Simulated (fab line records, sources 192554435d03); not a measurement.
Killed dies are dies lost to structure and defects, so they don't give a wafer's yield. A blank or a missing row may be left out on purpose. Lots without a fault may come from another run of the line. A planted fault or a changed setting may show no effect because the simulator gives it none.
Chamber matching | flow n5_finfet | N5_PMOS_HMC_CHANNEL_EPI_STRIP_33 on rie_diel-02: 4 sister chambers
The step strips in N2/H2. 14 wafers are shown with their chamber, then 7 later ones without.

WAFERS WITH THEIR CHAMBER
wafer  | chamber | showerhead_plenum_p_Torr (Torr) | throttle_valve_pct (%) | oes_product_au (a.u.)
L074.1 | 1       | 3.31                            | 18.8                   | 0.71
L074.3 | 3       | 3.48                            | 19.2                   | 0.71
L074.5 | 2       | 3.28                            | 18.6                   | 0.90
L075.2 | 1       | 3.30                            | 18.8                   | 0.69
L075.4 | 3       | 3.48                            | 19.2                   | 0.73
L075.5 | 1       | 3.30                            | 18.8                   | 0.69
L078.1 | 3       | 3.47                            | 19.1                   | 0.71
L078.5 | 3       | 3.47                            | 19.1                   | 0.71
L078.6 | 2       | 3.28                            | 18.7                   | 0.90
L086.1 | 2       | 3.27                            | 18.7                   | 0.86
L086.4 | 2       | 3.27                            | 18.7                   | 0.89
L086.5 | 0       | 3.19                            | 18.3                   | 0.73
L089.1 | 2       | 3.26                            | 18.7                   | 0.87
L089.3 | 0       | 3.19                            | 18.3                   | 0.71

SIGNATURES (means of the wafers above)
reading                  | chamber 0 | chamber 1 | chamber 2 | chamber 3 | scatter within a chamber
showerhead_plenum_p_Torr | 3.1900    | 3.3033    | 3.2720    | 3.4750    | 0.00668
throttle_valve_pct       | 18.300    | 18.800    | 18.680    | 19.150    | 0.0424
oes_product_au           | 0.7200    | 0.6967    | 0.8840    | 0.7150    | 0.0144
Rule: a wafer's distance from a chamber is the root of the sum, over the readings, of the square of ((its reading less the chamber's mean) divided by the reading's scatter). The wafer belongs to the nearest chamber; if the next one is less than 2 further off, it can't be placed. The scatter: the root of (the sum of the squares of (reading less its chamber's mean) over the shown wafers, divided by (wafers less chambers)).

WAFERS WITHOUT THEIR CHAMBER
wafer  | showerhead_plenum_p_Torr (Torr) | throttle_valve_pct (%) | oes_product_au (a.u.)
L089.6 | 3.29                            | 18.4                   | 0.99
L092.1 | 3.26                            | 18.7                   | 0.85
L092.2 | 3.46                            | 19.2                   | 0.70
L092.4 | 3.46                            | 19.2                   | 0.68
L095.1 | 3.26                            | 18.7                   | 0.83
L095.3 | 3.29                            | 18.4                   | 0.95
L095.6 | 3.26                            | 18.7                   | 0.85

WHICH CHAMBER EACH WENT THROUGH
wafer  | from the rows above | in truth
L089.6 | 2                   | 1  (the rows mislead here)
L092.1 | 2                   | 2
L092.2 | 3                   | 3
L092.4 | 3                   | 3
L095.1 | 2                   | 2
L095.3 | 2                   | 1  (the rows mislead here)
L095.6 | 2                   | 2
Placed correctly: 5 of 7. Can't be placed from these rows: 0. Placed wrongly: 2.
